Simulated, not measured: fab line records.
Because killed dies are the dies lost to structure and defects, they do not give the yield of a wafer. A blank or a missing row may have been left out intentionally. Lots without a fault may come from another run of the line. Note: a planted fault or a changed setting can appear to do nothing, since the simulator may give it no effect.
Split-lot study || flow n5Finfet || 7 lots, 39 wafers read, on a route of 1938 steps

## THE SPLIT
At N5_SD_EPI_P_EPI_21 (deposits SiGe:B, time 355 s), the setting epiGrowthTimeS was moved away from the recipe's 355 s on 12 of the 39 wafers read, by -31.7% to +35.2%. For the rest of the wafers, this setting stayed at what the recipe calls for.

## FROM THE SPLIT TO THE READING: what the file shows between them, 6 steps
- N5_SD_EPI_P_EPI_MEAS_23
- N5_SD_EPI_P_HM_STRIP_48: strips SiNx in H3PO4, material SiNx, target depth 3 nm
- N5_SD_EPI_P_SRD_49: time 30 s
- N5_SD_EPI_P_PRECLEAN_24: cleans in O3/DIW, time 45 s
- N5_SD_ACTIVATION_RTA_00: time 0 s
- N5_SD_ACTIVATION_LSA_01: time 0.0008 s

## THE READING
Measured at N5_SD_ACTIVATION_RS_MEAS_03 by four-point probe: RS_SD_P, in ohm/sq. On this fab line, fault-free wafers typically give 55.8 ohm/sq with a standard deviation of 0.72 ohm/sq.

{"wafer": "L076.1", "tool, chamber at the split": "epiRpcvd-04, 0", "epiGrowthTimeS as run, s": 242.3, "against the recipe": "-31.7%", "RS_SD_P, ohm/sq": 75.6, "against lot-mates on the recipe": "+20.0"}
{"wafer": "L076.2", "tool, chamber at the split": "epiRpcvd-04, 0", "epiGrowthTimeS as run, s": 355, "against the recipe": "recipe", "RS_SD_P, ohm/sq": 55.1, "against lot-mates on the recipe": "-"}
{"wafer": "L076.3", "tool, chamber at the split": "epiRpcvd-04, 0", "epiGrowthTimeS as run, s": 355, "against the recipe": "recipe", "RS_SD_P, ohm/sq": 56.2, "against lot-mates on the recipe": "-"}
{"wafer": "L076.4", "tool, chamber at the split": "epiRpcvd-04, 0", "epiGrowthTimeS as run, s": 355, "against the recipe": "recipe", "RS_SD_P, ohm/sq": 55.6, "against lot-mates on the recipe": "-"}
{"wafer": "L076.5", "tool, chamber at the split": "epiRpcvd-04, 0", "epiGrowthTimeS as run, s": 242.3, "against the recipe": "-31.7%", "RS_SD_P, ohm/sq": 75.8, "against lot-mates on the recipe": "+20.2"}
{"wafer": "L076.6", "tool, chamber at the split": "epiRpcvd-04, 0", "epiGrowthTimeS as run, s": 242.3, "against the recipe": "-31.7%", "RS_SD_P, ohm/sq": 75.6, "against lot-mates on the recipe": "+20.0"}
{"wafer": "L080.2", "tool, chamber at the split": "epiRpcvd-04, 0", "epiGrowthTimeS as run, s": 355, "against the recipe": "recipe", "RS_SD_P, ohm/sq": 56.2, "against lot-mates on the recipe": "-"}
{"wafer": "L080.4", "tool, chamber at the split": "epiRpcvd-04, 0", "epiGrowthTimeS as run, s": 355, "against the recipe": "recipe", "RS_SD_P, ohm/sq": 55.9, "against lot-mates on the recipe": "-"}
{"wafer": "L080.6", "tool, chamber at the split": "epiRpcvd-04, 0", "epiGrowthTimeS as run, s": 355, "against the recipe": "recipe", "RS_SD_P, ohm/sq": 56.3, "against lot-mates on the recipe": "-"}
{"wafer": "L084.1", "tool, chamber at the split": "epiRpcvd-01, 0", "epiGrowthTimeS as run, s": 355, "against the recipe": "recipe", "RS_SD_P, ohm/sq": 56.2, "against lot-mates on the recipe": "-"}
{"wafer": "L084.2", "tool, chamber at the split": "epiRpcvd-01, 0", "epiGrowthTimeS as run, s": 252.3, "against the recipe": "-28.9%", "RS_SD_P, ohm/sq": 72.7, "against lot-mates on the recipe": "+16.8"}
{"wafer": "L084.3", "tool, chamber at the split": "epiRpcvd-01, 0", "epiGrowthTimeS as run, s": 252.3, "against the recipe": "-28.9%", "RS_SD_P, ohm/sq": 73.0, "against lot-mates on the recipe": "+17.1"}
{"wafer": "L084.4", "tool, chamber at the split": "epiRpcvd-01, 0", "epiGrowthTimeS as run, s": 355, "against the recipe": "recipe", "RS_SD_P, ohm/sq": 55.8, "against lot-mates on the recipe": "-"}
{"wafer": "L084.5", "tool, chamber at the split": "epiRpcvd-01, 0", "epiGrowthTimeS as run, s": 252.3, "against the recipe": "-28.9%", "RS_SD_P, ohm/sq": 73.8, "against lot-mates on the recipe": "+17.9"}
{"wafer": "L084.6", "tool, chamber at the split": "epiRpcvd-01, 0", "epiGrowthTimeS as run, s": 355, "against the recipe": "recipe", "RS_SD_P, ohm/sq": 55.8, "against lot-mates on the recipe": "-"}
{"wafer": "L087.1", "tool, chamber at the split": "epiRpcvd-01, 0", "epiGrowthTimeS as run, s": 479.9, "against the recipe": "+35.2%", "RS_SD_P, ohm/sq": 45.2, "against lot-mates on the recipe": -10.8}
{"wafer": "L087.2", "tool, chamber at the split": "epiRpcvd-01, 0", "epiGrowthTimeS as run, s": 355, "against the recipe": "recipe", "RS_SD_P, ohm/sq": 56.4, "against lot-mates on the recipe": "-"}
{"wafer": "L087.3", "tool, chamber at the split": "epiRpcvd-01, 0", "epiGrowthTimeS as run, s": 355, "against the recipe": "recipe", "RS_SD_P, ohm/sq": 55.9, "against lot-mates on the recipe": "-"}
{"wafer": "L087.4", "tool, chamber at the split": "epiRpcvd-01, 0", "epiGrowthTimeS as run, s": 479.9, "against the recipe": "+35.2%", "RS_SD_P, ohm/sq": 45.6, "against lot-mates on the recipe": -10.4}
{"wafer": "L087.5", "tool, chamber at the split": "epiRpcvd-01, 0", "epiGrowthTimeS as run, s": 355, "against the recipe": "recipe", "RS_SD_P, ohm/sq": 55.6, "against lot-mates on the recipe": "-"}
{"wafer": "L087.6", "tool, chamber at the split": "epiRpcvd-01, 0", "epiGrowthTimeS as run, s": 479.9, "against the recipe": "+35.2%", "RS_SD_P, ohm/sq": 45.2, "against lot-mates on the recipe": -10.8}
{"wafer": "L088.1", "tool, chamber at the split": "epiRpcvd-03, 0", "epiGrowthTimeS as run, s": 355, "against the recipe": "recipe", "RS_SD_P, ohm/sq": 55.2, "against lot-mates on the recipe": "-"}
{"wafer": "L088.2", "tool, chamber at the split": "epiRpcvd-03, 0", "epiGrowthTimeS as run, s": 355, "against the recipe": "recipe", "RS_SD_P, ohm/sq": 54.5, "against lot-mates on the recipe": "-"}
{"wafer": "L088.3", "tool, chamber at the split": "epiRpcvd-03, 0", "epiGrowthTimeS as run, s": 355, "against the recipe": "recipe", "RS_SD_P, ohm/sq": 55.0, "against lot-mates on the recipe": "-"}
{"wafer": "L088.4", "tool, chamber at the split": "epiRpcvd-03, 0", "epiGrowthTimeS as run, s": 355, "against the recipe": "recipe", "RS_SD_P, ohm/sq": 54.0, "against lot-mates on the recipe": "-"}
{"wafer": "L088.5", "tool, chamber at the split": "epiRpcvd-03, 0", "epiGrowthTimeS as run, s": 355, "against the recipe": "recipe", "RS_SD_P, ohm/sq": 54.8, "against lot-mates on the recipe": "-"}
{"wafer": "L088.6", "tool, chamber at the split": "epiRpcvd-03, 0", "epiGrowthTimeS as run, s": 355, "against the recipe": "recipe", "RS_SD_P, ohm/sq": 54.6, "against lot-mates on the recipe": "-"}
{"wafer": "L091.1", "tool, chamber at the split": "epiRpcvd-03, 0", "epiGrowthTimeS as run, s": 260, "against the recipe": "-26.8%", "RS_SD_P, ohm/sq": 71.4, "against lot-mates on the recipe": "+15.3"}
{"wafer": "L091.2", "tool, chamber at the split": "epiRpcvd-03, 0", "epiGrowthTimeS as run, s": 355, "against the recipe": "recipe", "RS_SD_P, ohm/sq": 55.8, "against lot-mates on the recipe": "-"}
{"wafer": "L091.3", "tool, chamber at the split": "epiRpcvd-03, 0", "epiGrowthTimeS as run, s": 355, "against the recipe": "recipe", "RS_SD_P, ohm/sq": 55.9, "against lot-mates on the recipe": "-"}
{"wafer": "L091.4", "tool, chamber at the split": "epiRpcvd-03, 0", "epiGrowthTimeS as run, s": 355, "against the recipe": "recipe", "RS_SD_P, ohm/sq": 56.6, "against lot-mates on the recipe": "-"}
{"wafer": "L091.5", "tool, chamber at the split": "epiRpcvd-03, 0", "epiGrowthTimeS as run, s": 260, "against the recipe": "-26.8%", "RS_SD_P, ohm/sq": 70.7, "against lot-mates on the recipe": "+14.6"}
{"wafer": "L091.6", "tool, chamber at the split": "epiRpcvd-03, 0", "epiGrowthTimeS as run, s": 260, "against the recipe": "-26.8%", "RS_SD_P, ohm/sq": 70.2, "against lot-mates on the recipe": "+14.1"}
{"wafer": "L093.1", "tool, chamber at the split": "epiRpcvd-01, 0", "epiGrowthTimeS as run, s": 355, "against the recipe": "recipe", "RS_SD_P, ohm/sq": 55.3, "against lot-mates on the recipe": "-"}
{"wafer": "L093.2", "tool, chamber at the split": "epiRpcvd-01, 0", "epiGrowthTimeS as run, s": 355, "against the recipe": "recipe", "RS_SD_P, ohm/sq": 55.2, "against lot-mates on the recipe": "-"}
{"wafer": "L093.3", "tool, chamber at the split": "epiRpcvd-01, 0", "epiGrowthTimeS as run, s": 355, "against the recipe": "recipe", "RS_SD_P, ohm/sq": 55.8, "against lot-mates on the recipe": "-"}
{"wafer": "L093.4", "tool, chamber at the split": "epiRpcvd-01, 0", "epiGrowthTimeS as run, s": 355, "against the recipe": "recipe", "RS_SD_P, ohm/sq": 55.7, "against lot-mates on the recipe": "-"}
{"wafer": "L093.5", "tool, chamber at the split": "epiRpcvd-01, 0", "epiGrowthTimeS as run, s": 355, "against the recipe": "recipe", "RS_SD_P, ohm/sq": 55.8, "against lot-mates on the recipe": "-"}
{"wafer": "L093.6", "tool, chamber at the split": "epiRpcvd-01, 0", "epiGrowthTimeS as run, s": 355, "against the recipe": "recipe", "RS_SD_P, ohm/sq": 56.1, "against lot-mates on the recipe": "-"}

FIT RESULTS
A straight line over all 39 wafers: RS_SD_P changes by -0.485 ohm/sq for each +1% of epiGrowthTimeS; r = -0.96; the points scatter about the line by 2.3 ohm/sq.
The same after taking each lot's own level away (the mean of its wafers on the recipe; 39 wafers): -0.483 ohm/sq for each +1%; r = -0.97; scatter 2.2 ohm/sq.
That fit puts the effect of the largest move of epiGrowthTimeS on the reading at 17 ohm/sq.
From 54.68 to 56.13 ohm/sq: that is the span of the lots' own levels, equal to 2.0 times the standard deviation above.
The two slopes are in agreement: the lot-to-lot level therefore moves the slope only a little.
Check: -16.8 ohm/sq against its lot-mates is what the line predicts for one of the wafers moved furthest among these (+35.2%) when that wafer is left out of the fit. Against them it came out at -10.8 ohm/sq.

## FURTHER SPLITS ON THESE WAFERS
Note: prior to the reading, these wafers also went through further splits. Each is held against what the fit with the lots' levels taken away leaves over:
{"other split on the same wafers": "N5_ZERO_LAYER_DEVELOP_10 developTimeS", "wafers away from the commonest value": 12, "r with RS_SD_P (lot level and that fit taken away)": "+0.28"}
{"other split on the same wafers": "N5_FIN_SAQP_HM_DEP_03 targetThkA", "wafers away from the commonest value": 15, "r with RS_SD_P (lot level and that fit taken away)": "+0.20"}

## THE WHOLE CHAIN: every reading that the file lists as answering this split, in the file's order
{"step": "N5_SD_EPI_P_EPI_21", "what it does": "deposits SiGe:B, time 355 s", "reading": "SiGe-B_of_SD_EPI_P_EPI_21.thkNm (the simulator's own value, which no gauge read)", "change (the file's fit)": "+0.465 nm for each +1% of the setting", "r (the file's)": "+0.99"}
{"step": "N5_SD_EPI_P_EPI_MEAS_23", "what it does": "", "reading": "thkNm", "change (the file's fit)": "withheld for each +1% of the setting", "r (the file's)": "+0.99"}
{"step": "N5_SD_EPI_P_HM_STRIP_48", "what it does": "strips SiNx in H3PO4, material SiNx, target depth 3 nm", "reading": "SiGe-B_of_SD_EPI_P_EPI_21.thkNm (the simulator's own value, which no gauge read)", "change (the file's fit)": "+0.462 nm for each +1% of the setting", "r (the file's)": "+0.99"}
{"step": "N5_SD_ACTIVATION_RS_MEAS_03", "what it does": "measures by four-point-probe", "reading": "RS_SD_P", "change (the file's fit)": "-0.5 for each +1% of the setting", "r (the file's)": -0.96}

## FILE'S OWN FIT
RS_SD_P changes by -0.5 ohm/sq for each +1% of epiGrowthTimeS, r = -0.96.
